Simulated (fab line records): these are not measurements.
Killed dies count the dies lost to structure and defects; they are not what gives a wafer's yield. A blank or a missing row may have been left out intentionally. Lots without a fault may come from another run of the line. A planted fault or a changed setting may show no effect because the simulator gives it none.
Split-lot trial    flow n5-finfet    21 wafers read across 7 lots, on a route 1938 steps long

## THE SPLIT
At N5_BEOL_M4_COAT_68 (time 60 s, resist thk 12 nm), the setting spin-rpm was moved away from the recipe's 1500 rpm on 10 of the 21 wafers read, by -2.9% to +11.0%. This setting was run at the recipe's value on the other wafers.

## FROM THE SPLIT TO THE READING: what the file shows between them, 5 steps
- N5_BEOL_M4_COAT_22: resist thk 30 nm (also split here: spin-rpm)
- N5_BEOL_M4_EBR_24
- N5_BEOL_M4_SOFTBAKE_23: time 60 s
- N5_BEOL_M4_DESCUM_33: chemistry O2, time 7 s
- N5_BEOL_M4_ETCH_77: etches underlayer in N2/H2, target depth 6.5 nm, time 5.2 s

## THE READING
etch.depth-nm (the simulator's own value, which no gauge read), in nm, at N5_BEOL_M4_ETCH_69 (etches SiARC in CF4, target depth 15.6 nm, time 26 s). The file gives no usual value for it. Here, 11 wafers ran the recipe; their average is 11.99 nm with a standard deviation of 0.038 nm.

wafer   tool, chamber at the split  spin-rpm as run, rpm  against the recipe  etch.depth-nm, nm  against lot-mates on the recipe
L076.1  litho-track-02, 0           1546                  +3.1%               11.81              -0.22
L076.4  litho-track-02, 0           1546                  +3.1%               11.84              -0.19
L076.6  litho-track-02, 0           1500                  recipe              12.03              -
L081.1  litho-track-04, 0           1500                  recipe              12.04              -
L081.2  litho-track-04, 0           1500                  recipe              12.01              -
L081.3  litho-track-04, 0           1644                  +9.6%               11.5               -0.52
L083.1  litho-track-04, 0           1665                  +11.0%              11.43              -0.61
L083.4  litho-track-04, 0           1665                  +11.0%              11.42              -0.62
L083.5  litho-track-04, 0           1500                  recipe              12.04              -
L088.1  litho-track-04, 0           1583                  +5.5%               11.69              no lot-mate on the recipe
L088.2  litho-track-04, 0           1583                  +5.5%               11.68              no lot-mate on the recipe
L088.3  litho-track-04, 0           1583                  +5.5%               11.68              no lot-mate on the recipe
L089.3  litho-track-02, 0           1500                  recipe              11.95              -
L089.4  litho-track-02, 0           1500                  recipe              11.94              -
L089.6  litho-track-02, 0           1500                  recipe              11.92              -
L096.1  litho-track-02, 0           1500                  recipe              11.99              -
L096.4  litho-track-02, 0           1500                  recipe              12                 -
L096.6  litho-track-02, 0           1500                  recipe              12                 -
L097.3  litho-track-05, 0           1456                  -2.9%               12.16              +0.17
L097.4  litho-track-05, 0           1500                  recipe              11.99              -
L097.6  litho-track-05, 0           1456                  -2.9%               12.17              +0.18

THE FIT
A straight line over all 21 wafers: etch.depth-nm changes by -0.0528 nm for each +1% of spin-rpm; r = -0.99; the points scatter about the line by 0.032 nm.
The same after taking each lot's own level away (the mean of its wafers on the recipe; 18 wafers): -0.0562 nm for each +1%; r = -1.00; scatter 0.016 nm.
According to that fit, moving spin-rpm by its largest amount changes the reading by 0.62 nm.
The span of the lots' own levels, 11.937 to 12.040 nm, comes to 2.7 times the standard deviation stated above.
So the lot-to-lot level changes the slope little: the two slopes agree.
Check: for one of the wafers moved furthest among these (+11.0%), held out of the fit, the line's prediction against its lot-mates is -0.624 nm. It came out at -0.61 nm against them.

## FURTHER SPLITS ON THESE WAFERS
These wafers also went through other splits before the reading. Each is held against what the fit with the lots' levels taken away leaves over:
other split on the same wafers  wafers away from the commonest value  r with etch.depth-nm (lot level and that fit taken away)
N5_BEOL_M4_COAT_22 spin-rpm     8                                     +0.15

## THE WHOLE CHAIN: every reading that the file lists as answering this split, in the file's order
step                what it does                                          reading                                                                           change (the file's fit)                 r (the file's)
N5_BEOL_M4_COAT_68  time 60 s, resist thk 12 nm                           SiARC_of_BEOL_M4_COAT_68.thk-nm (the simulator's own value, which no gauge read)  -0.0587 nm for each +1% of the setting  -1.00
N5_BEOL_M4_ETCH_69  etches SiARC in CF4, target depth 15.6 nm, time 26 s  etch.depth-nm (the simulator's own value, which no gauge read)                    -0.0562 nm for each +1% of the setting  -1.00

## FILE'S OWN FIT
etch.depth-nm changes by -0.0562 nm for each +1% of spin-rpm, r = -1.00.
